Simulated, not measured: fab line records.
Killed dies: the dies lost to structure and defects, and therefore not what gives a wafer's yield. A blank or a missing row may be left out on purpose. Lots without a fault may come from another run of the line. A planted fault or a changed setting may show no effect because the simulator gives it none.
Which tool is to blame? :: flow n5-finfet :: 24 lots, 72 wafers sampled, at 4 steps of a route of 1938

== WHAT THE GAUGES READ, wafer by wafer ==
N5_BEOL_M10_OVL_MEAS_12. Usual: M10_OVL 0.0 nm, standard deviation 0.74.
lot: L074
measured: day 9 13:37
on: overlay-01
M10_OVL (nm): -1.0 -1.5 0.0
flag: 

lot: L075
measured: day 9 19:47
on: overlay-01
M10_OVL (nm): 0.4 0.3 -0.2
flag: 

lot: L077
measured: day 10 04:59
on: overlay-01
M10_OVL (nm): -0.7 -0.2 -0.7
flag: 

lot: L078
measured: day 10 09:42
on: overlay-02
M10_OVL (nm): -0.3 -0.7 -0.8
flag: 

lot: L076
measured: day 10 12:24
on: overlay-02
M10_OVL (nm): 0.1 -0.4 0.0
flag: 

lot: L080
measured: day 10 18:56
on: overlay-02
M10_OVL (nm): 0.3 -0.5 -0.1
flag: 

lot: L079
measured: day 11 02:53
on: overlay-01
M10_OVL (nm): 0.9 0.2 0.7
flag: 

lot: L082
measured: day 11 21:37
on: overlay-01
M10_OVL (nm): -1.3 -0.2 0.0
flag: 

lot: L081
measured: day 11 23:16
on: overlay-02
M10_OVL (nm): 0.7 0.2 0.2
flag: 

lot: L083
measured: day 12 02:09
on: overlay-01
M10_OVL (nm): 0.2 0.3 0.6
flag: 

lot: L084
measured: day 12 09:28
on: overlay-02
M10_OVL (nm): 0.4 -0.1 0.0
flag: 

lot: L085
measured: day 12 15:25
on: overlay-02
M10_OVL (nm): 0.2 -0.9 -1.3
flag: 

lot: L086
measured: day 12 15:43
on: overlay-02
M10_OVL (nm): -0.2 -0.3 0.2
flag: 

lot: L087
measured: day 13 00:20
on: overlay-01
M10_OVL (nm): -0.3 -0.8 -0.7
flag: 

lot: L089
measured: day 13 05:14
on: overlay-01
M10_OVL (nm): -0.9 -1.0 0.2
flag: 

lot: L088
measured: day 13 14:29
on: overlay-01
M10_OVL (nm): 0.5 0.1 1.5
flag: 

lot: L090
measured: day 13 22:35
on: overlay-01
M10_OVL (nm): 1.2 1.0 1.2
flag: 

lot: L091
measured: day 13 22:40
on: overlay-02
M10_OVL (nm): -0.8 -0.7 -0.8
flag: 

lot: L092
measured: day 14 15:41
on: overlay-02
M10_OVL (nm): -0.5 -0.5 -1.3
flag: 

lot: L093
measured: day 14 19:05
on: overlay-01
M10_OVL (nm): -0.5 0.5 0.1
flag: 

lot: L094
measured: day 14 19:52
on: overlay-02
M10_OVL (nm): 0.8 0.8 -0.1
flag: 

lot: L095
measured: day 15 13:22
on: overlay-01
M10_OVL (nm): -0.2 0.7 0.4
flag: 

lot: L097
measured: day 15 15:31
on: overlay-01
M10_OVL (nm): 1.4 1.9 0.3
flag: 

lot: L096
measured: day 15 17:26
on: overlay-02
M10_OVL (nm): -0.1 -1.5 0.2
flag: 

N5_BEOL_M11_INSPECT_13: inspects for defects (brightfield). Usual: raw-defect-count reads 382 (standard deviation 88).
lot: L074
measured: day 9 19:41
on: defect-inspect-02
raw-defect-count: 289 250 239
flag: 

lot: L075
measured: day 10 05:30
on: defect-inspect-01
raw-defect-count: 425 467 568
flag: 

lot: L077
measured: day 10 14:31
on: defect-inspect-01
raw-defect-count: 342 268 385
flag: 

lot: L078
measured: day 10 17:36
on: defect-inspect-02
raw-defect-count: 263 373 362
flag: 

lot: L076
measured: day 10 19:25
on: defect-inspect-01
raw-defect-count: 413 458 416
flag: 

lot: L080
measured: day 11 02:42
on: defect-inspect-01
raw-defect-count: 527 495 498
flag: 

lot: L079
measured: day 11 14:43
on: defect-inspect-01
raw-defect-count: 305 342 330
flag: 

lot: L082
measured: day 12 05:55
on: defect-inspect-01
raw-defect-count: 513 449 277
flag: 

lot: L081
measured: day 12 05:57
on: defect-inspect-02
raw-defect-count: 403 481 398
flag: 

lot: L083
measured: day 12 09:16
on: defect-inspect-01
raw-defect-count: 254 298 223
flag: 

lot: L084
measured: day 12 15:59
on: defect-inspect-02
raw-defect-count: 335 333 269
flag: 

lot: L085
measured: day 12 21:16
on: defect-inspect-01
raw-defect-count: 375 423 466
flag: 

lot: L086
measured: day 12 21:39
on: defect-inspect-01
raw-defect-count: 348 378 540
flag: 

lot: L087
measured: day 13 11:17
on: defect-inspect-02
raw-defect-count: 291 309 223
flag: 

lot: L089
measured: day 13 14:43
on: defect-inspect-02
raw-defect-count: 338 286 398
flag: 

lot: L088
measured: day 13 22:08
on: defect-inspect-01
raw-defect-count: 345 484 256
flag: 

lot: L090
measured: day 14 09:37
on: defect-inspect-01
raw-defect-count: 608 437 549
flag: 

lot: L091
measured: day 14 10:02
on: defect-inspect-01
raw-defect-count: 287 303 432
flag: 

lot: L092
measured: day 15 00:04
on: defect-inspect-01
raw-defect-count: 432 549 383
flag: 

lot: L093
measured: day 15 02:35
on: defect-inspect-02
raw-defect-count: 486 372 487
flag: 

lot: L094
measured: day 15 04:44
on: defect-inspect-02
raw-defect-count: 437 444 423
flag: 

lot: L095
measured: day 15 21:01
on: defect-inspect-02
raw-defect-count: 443 374 352
flag: 

lot: L097
measured: day 15 22:40
on: defect-inspect-01
raw-defect-count: 322 257 326
flag: 

lot: L096
measured: day 16 01:32
on: defect-inspect-01
raw-defect-count: 451 315 340
flag: 

== WHAT TOOL EACH LOT RAN ON (gives the tool, then ch and the chambers of the sampled wafers, and finally the start) ==
lot: L074
N5_BEOL_M10_STRIP_77: rie-diel-05 ch 0,1, day 9 15:39 or earlier
N5_BEOL_M10_DEGAS_44: pvd-sputter-02, day 9 15:39

lot: L075
N5_BEOL_M10_STRIP_77: rie-diel-05 ch 2,3, day 10 00:32 or earlier
N5_BEOL_M10_DEGAS_44: pvd-sputter-02, day 10 00:32

lot: L077
N5_BEOL_M10_STRIP_77: rie-diel-05 ch 1,3, day 10 09:14 or earlier
N5_BEOL_M10_DEGAS_44: pvd-sputter-03, day 10 09:14

lot: L078
N5_BEOL_M10_STRIP_77: rie-diel-05 ch 0,1,2, day 10 12:13 or earlier
N5_BEOL_M10_DEGAS_44: pvd-sputter-03, day 10 12:13

lot: L076
N5_BEOL_M10_STRIP_77: rie-diel-01 ch 0,3, day 10 15:13 or earlier
N5_BEOL_M10_DEGAS_44: pvd-sputter-02, day 10 15:13

lot: L080
N5_BEOL_M10_STRIP_77: rie-diel-05 ch 0,2,3, day 10 22:20 or earlier
N5_BEOL_M10_DEGAS_44: pvd-sputter-03, day 10 22:20

lot: L079
N5_BEOL_M10_STRIP_77: rie-diel-05 ch 0,2, day 11 08:05 or earlier
N5_BEOL_M10_DEGAS_44: pvd-sputter-01, day 11 08:05

lot: L082
N5_BEOL_M10_STRIP_77: rie-diel-05 ch 0,3, day 12 01:23 or earlier
N5_BEOL_M10_DEGAS_44: pvd-sputter-03, day 12 01:23

lot: L081
N5_BEOL_M10_STRIP_77: rie-diel-05 ch 0,2,3, day 12 02:16 or earlier
N5_BEOL_M10_DEGAS_44: pvd-sputter-03, day 12 02:16

lot: L083
N5_BEOL_M10_STRIP_77: rie-diel-01 ch 0,2,3, day 12 05:44 or earlier
N5_BEOL_M10_DEGAS_44: pvd-sputter-02, day 12 05:44

lot: L084
N5_BEOL_M10_STRIP_77: rie-diel-05 ch 0,2, day 12 12:00 or earlier
N5_BEOL_M10_DEGAS_44: pvd-sputter-01, day 12 12:00

lot: L085
N5_BEOL_M10_STRIP_77: rie-diel-04 ch 1,2,3, day 12 18:01 or earlier
N5_BEOL_M10_DEGAS_44: pvd-sputter-02, day 12 18:01

lot: L086
N5_BEOL_M10_STRIP_77: rie-diel-01 ch 0,2,3, day 12 18:18 or earlier
N5_BEOL_M10_DEGAS_44: pvd-sputter-01, day 12 18:18

lot: L087
N5_BEOL_M10_STRIP_77: rie-diel-01 ch 1,3, day 13 05:37 or earlier
N5_BEOL_M10_DEGAS_44: pvd-sputter-03, day 13 05:37

lot: L089
N5_BEOL_M10_STRIP_77: rie-diel-05 ch 0,1, day 13 09:04 or earlier
N5_BEOL_M10_DEGAS_44: pvd-sputter-03, day 13 09:04

lot: L088
N5_BEOL_M10_STRIP_77: rie-diel-01 ch 1,2, day 13 16:35 or earlier
N5_BEOL_M10_DEGAS_44: pvd-sputter-03, day 13 16:35

lot: L090
N5_BEOL_M10_STRIP_77: rie-diel-01 ch 2,3, day 14 02:39 or earlier
N5_BEOL_M10_DEGAS_44: pvd-sputter-02, day 14 02:39

lot: L091
N5_BEOL_M10_STRIP_77: rie-diel-04 ch 0,1,2, day 14 03:33 or earlier
N5_BEOL_M10_DEGAS_44: pvd-sputter-02, day 14 03:33

lot: L092
N5_BEOL_M10_STRIP_77: rie-diel-04 ch 0,1,3, day 14 19:35 or earlier
N5_BEOL_M10_DEGAS_44: pvd-sputter-01, day 14 19:35

lot: L093
N5_BEOL_M10_STRIP_77: rie-diel-01 ch 0,2,3, day 14 22:49 or earlier
N5_BEOL_M10_DEGAS_44: pvd-sputter-03, day 14 22:49

lot: L094
N5_BEOL_M10_STRIP_77: rie-diel-04 ch 1,3, day 14 23:25 or earlier
N5_BEOL_M10_DEGAS_44: pvd-sputter-01, day 14 23:25

lot: L095
N5_BEOL_M10_STRIP_77: rie-diel-01 ch 2,3, day 15 16:43 or earlier
N5_BEOL_M10_DEGAS_44: pvd-sputter-03, day 15 16:43

lot: L097
N5_BEOL_M10_STRIP_77: rie-diel-01 ch 1,3, day 15 19:39 or earlier
N5_BEOL_M10_DEGAS_44: pvd-sputter-02, day 15 19:39

lot: L096
N5_BEOL_M10_STRIP_77: rie-diel-01 ch 0,2,3, day 15 21:11 or earlier
N5_BEOL_M10_DEGAS_44: pvd-sputter-02, day 15 21:11
- N5_BEOL_M10_STRIP_77: strips in N2/H2, time 10 s.
- N5_BEOL_M10_DEGAS_44: time 60 s.

== WHAT THE TOOLS THEMSELVES READ (means of the sampled wafers that have a number; where no wafer has one, the mark that the record gives instead) ==
N5_BEOL_M10_STRIP_77. Usual: drypump-motor-current-A 5.4 A, standard deviation 0.59; oes-product-au 0.83 a.u., standard deviation 0.082; rf-vpp-V 59.1 V, standard deviation 0.87; showerhead-plenum-p-Torr 2.50 Torr, standard deviation 0.069; throttle-valve-pct 23.48 %, standard deviation 0.28.
lot: L074
tool: rie-diel-05
drypump-motor-current-A (A): 6.3
oes-product-au (a.u.): 0.79
rf-vpp-V (V): 59.3
showerhead-plenum-p-Torr (Torr): 2.47
throttle-valve-pct (%): 23.71
flag: 

lot: L075
tool: rie-diel-05
drypump-motor-current-A (A): 5.1
oes-product-au (a.u.): 0.79
rf-vpp-V (V): 59.4
showerhead-plenum-p-Torr (Torr): 2.51
throttle-valve-pct (%): 23.22
flag: 

lot: L077
tool: rie-diel-05
drypump-motor-current-A (A): 5.4
oes-product-au (a.u.): 0.72
rf-vpp-V (V): 59.3
showerhead-plenum-p-Torr (Torr): 2.42
throttle-valve-pct (%): 23.73
flag: 

lot: L078
tool: rie-diel-05
drypump-motor-current-A (A): 5.9
oes-product-au (a.u.): 0.81
rf-vpp-V (V): 59.2
showerhead-plenum-p-Torr (Torr): 2.50
throttle-valve-pct (%): 23.41
flag: 

lot: L076
tool: rie-diel-01
drypump-motor-current-A (A): 4.9
oes-product-au (a.u.): 0.94
rf-vpp-V (V): 58.8
showerhead-plenum-p-Torr (Torr): 2.49
throttle-valve-pct (%): 23.31
flag: 

lot: L080
tool: rie-diel-05
drypump-motor-current-A (A): 5.4
oes-product-au (a.u.): 0.79
rf-vpp-V (V): 58.8
showerhead-plenum-p-Torr (Torr): 2.49
throttle-valve-pct (%): 23.29
flag: 

lot: L079
tool: rie-diel-05
drypump-motor-current-A (A): 5.5
oes-product-au (a.u.): 0.83
rf-vpp-V (V): 59.4
showerhead-plenum-p-Torr (Torr): 2.53
throttle-valve-pct (%): 23.09
flag: 

lot: L082
tool: rie-diel-05
drypump-motor-current-A (A): 5.2
oes-product-au (a.u.): 0.75
rf-vpp-V (V): 59.2
showerhead-plenum-p-Torr (Torr): 2.44
throttle-valve-pct (%): 23.50
flag: 

lot: L081
tool: rie-diel-05
drypump-motor-current-A (A): 5.3
oes-product-au (a.u.): 0.79
rf-vpp-V (V): 58.9
showerhead-plenum-p-Torr (Torr): 2.48
throttle-valve-pct (%): 23.30
flag: 

lot: L083
tool: rie-diel-01
drypump-motor-current-A (A): 5.4
oes-product-au (a.u.): 0.91
rf-vpp-V (V): 58.7
showerhead-plenum-p-Torr (Torr): 2.48
throttle-valve-pct (%): 23.38
flag: 

lot: L084
tool: rie-diel-05
drypump-motor-current-A (A): 5.4
oes-product-au (a.u.): 0.82
rf-vpp-V (V): 59.7
showerhead-plenum-p-Torr (Torr): 2.53
throttle-valve-pct (%): 23.10
flag: 

lot: L085
tool: rie-diel-04
drypump-motor-current-A (A): 5.2
oes-product-au (a.u.): 0.74
rf-vpp-V (V): 59.2
showerhead-plenum-p-Torr (Torr): 2.57
throttle-valve-pct (%): 23.77
flag: 

lot: L086
tool: rie-diel-01
drypump-motor-current-A (A): 5.4
oes-product-au (a.u.): 0.90
rf-vpp-V (V): 59.2
showerhead-plenum-p-Torr (Torr): 2.48
throttle-valve-pct (%): 23.38
flag: 

lot: L087
tool: rie-diel-01
drypump-motor-current-A (A): 4.8
oes-product-au (a.u.): 0.83
rf-vpp-V (V): 59.2
showerhead-plenum-p-Torr (Torr): 2.53
throttle-valve-pct (%): 23.49
flag: 

lot: L089
tool: rie-diel-05
drypump-motor-current-A (A): 6.3
oes-product-au (a.u.): 0.76
rf-vpp-V (V): 58.1
showerhead-plenum-p-Torr (Torr): 2.46
throttle-valve-pct (%): 23.74
flag: 

lot: L088
tool: rie-diel-01
drypump-motor-current-A (A): 5.2
oes-product-au (a.u.): 0.76
rf-vpp-V (V): 57.9
showerhead-plenum-p-Torr (Torr): 2.56
throttle-valve-pct (%): 23.71
flag: 

lot: L090
tool: rie-diel-01
drypump-motor-current-A (A): 5.3
oes-product-au (a.u.): 0.89
rf-vpp-V (V): 59.1
showerhead-plenum-p-Torr (Torr): 2.49
throttle-valve-pct (%): 23.39
flag: 

lot: L091
tool: rie-diel-04
drypump-motor-current-A (A): 5.4
oes-product-au (a.u.): 0.80
rf-vpp-V (V): 59.5
showerhead-plenum-p-Torr (Torr): 2.53
throttle-valve-pct (%): 23.79
flag: 

lot: L092
tool: rie-diel-04
drypump-motor-current-A (A): 5.2
oes-product-au (a.u.): 0.89
rf-vpp-V (V): 58.6
showerhead-plenum-p-Torr (Torr): 2.58
throttle-valve-pct (%): 23.71
flag: 

lot: L093
tool: rie-diel-01
drypump-motor-current-A (A): 5.4
oes-product-au (a.u.): 0.86
rf-vpp-V (V): 59.3
showerhead-plenum-p-Torr (Torr): 2.47
throttle-valve-pct (%): 23.42
flag: 

lot: L094
tool: rie-diel-04
drypump-motor-current-A (A): 5.1
oes-product-au (a.u.): 0.87
rf-vpp-V (V): 60.0
showerhead-plenum-p-Torr (Torr): 2.65
throttle-valve-pct (%): 23.63
flag: 

lot: L095
tool: rie-diel-01
drypump-motor-current-A (A): 5.4
oes-product-au (a.u.): 0.87
rf-vpp-V (V): 58.9
showerhead-plenum-p-Torr (Torr): 2.48
throttle-valve-pct (%): 23.42
flag: 

lot: L097
tool: rie-diel-01
drypump-motor-current-A (A): 4.8
oes-product-au (a.u.): 0.91
rf-vpp-V (V): 58.5
showerhead-plenum-p-Torr (Torr): 2.52
throttle-valve-pct (%): 23.36
flag: 

lot: L096
tool: rie-diel-01
drypump-motor-current-A (A): 5.4
oes-product-au (a.u.): 0.86
rf-vpp-V (V): 58.9
showerhead-plenum-p-Torr (Torr): 2.47
throttle-valve-pct (%): 23.43
flag: 

N5_BEOL_M10_DEGAS_44. Usual: heater-power-w reads 323 W (standard deviation 25).
lot: L074
tool: pvd-sputter-02
heater-power-w (W): 344
flag: 

lot: L075
tool: pvd-sputter-02
heater-power-w (W): 341
flag: 

lot: L077
tool: pvd-sputter-03
heater-power-w (W): 323
flag: 

lot: L078
tool: pvd-sputter-03
heater-power-w (W): 327
flag: 

lot: L076
tool: pvd-sputter-02
heater-power-w (W): 331
flag: 

lot: L080
tool: pvd-sputter-03
heater-power-w (W): 309
flag: 

lot: L079
tool: pvd-sputter-01
heater-power-w (W): 327
flag: 

lot: L082
tool: pvd-sputter-03
heater-power-w (W): 302
flag: 

lot: L081
tool: pvd-sputter-03
heater-power-w (W): 307
flag: 

lot: L083
tool: pvd-sputter-02
heater-power-w (W): 313
flag: 

lot: L084
tool: pvd-sputter-01
heater-power-w (W): 324
flag: 

lot: L085
tool: pvd-sputter-02
heater-power-w (W): 340
flag: 

lot: L086
tool: pvd-sputter-01
heater-power-w (W): 358
flag: 

lot: L087
tool: pvd-sputter-03
heater-power-w (W): 308
flag: 

lot: L089
tool: pvd-sputter-03
heater-power-w (W): 325
flag: 

lot: L088
tool: pvd-sputter-03
heater-power-w (W): 319
flag: 

lot: L090
tool: pvd-sputter-02
heater-power-w (W): 332
flag: 

lot: L091
tool: pvd-sputter-02
heater-power-w (W): 316
flag: 

lot: L092
tool: pvd-sputter-01
heater-power-w (W): 345
flag: 

lot: L093
tool: pvd-sputter-03
heater-power-w (W): 310
flag: 

lot: L094
tool: pvd-sputter-01
heater-power-w (W): 332
flag: 

lot: L095
tool: pvd-sputter-03
heater-power-w (W): 317
flag: 

lot: L097
tool: pvd-sputter-02
heater-power-w (W): 343
flag: 

lot: L096
tool: pvd-sputter-02
heater-power-w (W): 331
flag: 

== THE ANSWER, worked out from the rows above alone ==
Rule: a lot is off if the mean of its wafers that have a number lies more than 3 standard deviations from the usual mean. A lot without any number at a reading at which 4 lots or more have one is off too. All remaining lots with rows at the step are treated as sound. First the gauges in route order, then the tools' own readings, where a lot's mean is used as printed above. The first step at which some lot is off is used, and at that step the reading that is off furthest; a lot without a number counts as furthest.
No lot is off on any of the readings shown, so nothing can be concluded from this.

== WHAT THE SIMULATOR PUT IN ==
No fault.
